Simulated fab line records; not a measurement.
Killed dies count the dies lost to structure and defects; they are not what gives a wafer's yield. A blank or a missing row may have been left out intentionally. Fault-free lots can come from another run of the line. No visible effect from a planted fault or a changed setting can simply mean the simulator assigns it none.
Chamber matching | flow n5-finfet | cvd-co-02 running N5_MOL_CONTACT_COAG_CO_FILL_22: 3 sister chambers
The step material Co, precursor CCTBA/H2, target thk 20 nm. 27 wafers are shown with their chamber, then 12 later ones without.

== WAFERS PAIRED WITH THEIR CHAMBERS ==
wafer  | chamber | heater-power-w (W)
L076.1 | 1       | 218
L076.4 | 2       | 236
L076.5 | 0       | 254
L077.1 | 0       | 249
L077.4 | 2       | 226
L077.6 | 1       | 215
L078.1 | 2       | 235
L078.2 | 0       | 258
L078.3 | 2       | 224
L079.1 | 0       | 256
L079.2 | 2       | 232
L079.3 | 0       | 247
L079.4 | 2       | 227
L079.5 | 2       | 230
L079.6 | 0       | 252
L080.1 | 2       | 226
L080.2 | 0       | 244
L080.6 | 2       | 232
L083.1 | 1       | 195
L083.3 | 2       | 225
L083.5 | 1       | 194
L085.2 | 2       | 235
L085.4 | 2       | 225
L085.5 | 0       | 251
L088.3 | 0       | 244
L088.4 | 2       | 233
L088.5 | 1       | 196

SIGNATURES (averages over the wafers above)
reading        | chamber 0 | chamber 1 | chamber 2 | scatter within a chamber
heater-power-w | 250.56    | 203.60    | 229.69    | 6.42
Rule: for a wafer and a chamber, the distance is found by dividing, reading by reading, the gap between the wafer's reading and the chamber's mean by the reading's scatter, squaring, summing and taking the root. If the next closest chamber is less than 2 further off than the closest, the wafer can't be placed; otherwise it belongs to the closest. The scatter is the square root of a quotient: the sum, over the shown wafers, of each reading's squared deviation from its chamber's mean, divided by wafers minus chambers.

== WAFERS WITH NO CHAMBER GIVEN ==
wafer  | heater-power-w (W)
L090.1 | 229
L090.2 | 250
L090.3 | 192
L092.1 | 247
L092.4 | 249
L092.5 | 194
L094.2 | 247
L094.3 | 234
L094.5 | 229
L095.2 | 234
L095.4 | 252
L095.6 | 242

== CHAMBER TAKEN BY EACH ==
wafer  | from the rows above     | in truth
L090.1 | 2                       | 2
L090.2 | 0                       | 0
L090.3 | 1                       | 1
L092.1 | 0                       | 0
L092.4 | 0                       | 0
L092.5 | 1                       | 1
L094.2 | 0                       | 0
L094.3 | can't be placed: 2 or 0 | 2
L094.5 | 2                       | 2
L095.2 | can't be placed: 2 or 0 | 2
L095.4 | 0                       | 0
L095.6 | can't be placed: 0 or 2 | 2
9 of 12 placed correctly. Unplaceable from these rows: 3, with the true chamber sitting among the candidates in 3. Number placed wrongly: 0.
